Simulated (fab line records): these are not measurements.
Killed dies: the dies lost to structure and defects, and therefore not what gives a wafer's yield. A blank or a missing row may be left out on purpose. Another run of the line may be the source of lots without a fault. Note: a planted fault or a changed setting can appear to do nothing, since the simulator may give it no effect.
Chamber matching | flow nand-harc | rie-diel-06 running NHARC_A_STAIRCASE_DESCUM_219: 4 sister chambers
The step chemistry O2, time 3 s. 8 wafers are shown with their chamber, then 8 later ones without.

## WAFERS, EACH WITH ITS CHAMBER
wafer  | chamber | drypump-motor-current-A (A) | showerhead-plenum-p-Torr (Torr)
L077.2 | 1       | 5.28                        | 1.89
L081.3 | 0       | 5.01                        | 2.05
L083.2 | 0       | 5.04                        | 2.04
L085.1 | 1       | 5.25                        | 1.88
L087.1 | 2       | 5.39                        | 1.83
L087.4 | 3       | 5.94                        | 1.94
L087.6 | 2       | 5.40                        | 1.83
L094.1 | 3       | 5.93                        | 1.93

## WAFERS WITHOUT THEIR CHAMBER
wafer  | drypump-motor-current-A (A) | showerhead-plenum-p-Torr (Torr)
L094.3 | 5.00                        | 2.03
L094.4 | 5.27                        | 1.88
L095.3 | 5.27                        | 1.87
L095.5 | 5.92                        | 1.93
L095.6 | 5.41                        | 1.82
L097.1 | 4.98                        | 2.03
L097.2 | 5.42                        | 1.82
L097.5 | 5.28                        | 1.87

## WHICH CHAMBER EACH ONE RAN IN
wafer  | from the rows above | in truth
L094.3 | 0                   | 0
L094.4 | 1                   | 1
L095.3 | 1                   | 1
L095.5 | 3                   | 3
L095.6 | 2                   | 2
L097.1 | 0                   | 0
L097.2 | 2                   | 2
L097.5 | 1                   | 1
Correct placement for 8 of the 8. Can't be placed from these rows: 0. 0 placed wrongly.
How it was worked out, from the rows above alone: a wafer's distance from a chamber is the root of the sum, over the readings, of the square of ((its reading less the chamber's mean) divided by the reading's scatter). The wafer belongs to the nearest chamber; if the next one is less than 2 further off, it can't be placed. For every chamber, the mean is computed from those of its wafers that are shown. How the scatter is found: for the shown wafers, subtract from each reading the mean of its chamber, square and add these, divide the total by (wafers less chambers), then take the root.
